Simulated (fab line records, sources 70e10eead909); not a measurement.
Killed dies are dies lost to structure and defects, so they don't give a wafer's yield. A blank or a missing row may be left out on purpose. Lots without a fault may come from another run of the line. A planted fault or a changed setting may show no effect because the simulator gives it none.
Chamber matching | flow nand_harc | NHARC_A_STAIRCASE_ETCH_253 on rie_diel-08: 4 sister chambers
The step etches the open film in C4F8/O2, target depth 50 nm, time 20.2 s. 4 wafers are shown with their chamber, then 9 later ones without.

WAFERS WITH THEIR CHAMBER
wafer  | chamber | rf_vpp_V (V)
L873.6 | 0       | 891
L875.4 | 1       | 904
L875.5 | 3       | 894
L875.6 | 2       | 894

WAFERS WITHOUT THEIR CHAMBER
wafer  | rf_vpp_V (V)
L880.2 | 906
L880.3 | 891
L880.5 | 894
L884.2 | 893
L884.4 | 894
L884.5 | 892
L885.4 | 895
L885.5 | 891
L885.6 | 904

WHICH CHAMBER EACH WENT THROUGH
wafer  | from the rows above          | in truth
L880.2 | 1                            | 1
L880.3 | 0                            | 0
L880.5 | can't be placed: 2 or 3      | 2
L884.2 | can't be placed: 2 or 3 or 0 | 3
L884.4 | can't be placed: 2 or 3      | 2
L884.5 | can't be placed: 0 or 2 or 3 | 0
L885.4 | can't be placed: 2 or 3      | 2
L885.5 | 0                            | 0
L885.6 | 1                            | 1
Placed correctly: 4 of 9. Can't be placed from these rows: 5 (the true chamber is among the candidates in 5). Placed wrongly: 0.
How it was worked out, from the rows above alone: a wafer's distance from a chamber is the root of the sum, over the readings, of the square of ((its reading less the chamber's mean) divided by the reading's scatter). The wafer belongs to the nearest chamber; if the next one is less than 2 further off, it can't be placed. A chamber's mean is the mean of its shown wafers. The scatter: with one shown wafer a chamber, the root of the mean of the squares of how far each hidden wafer lies from its nearest shown one.
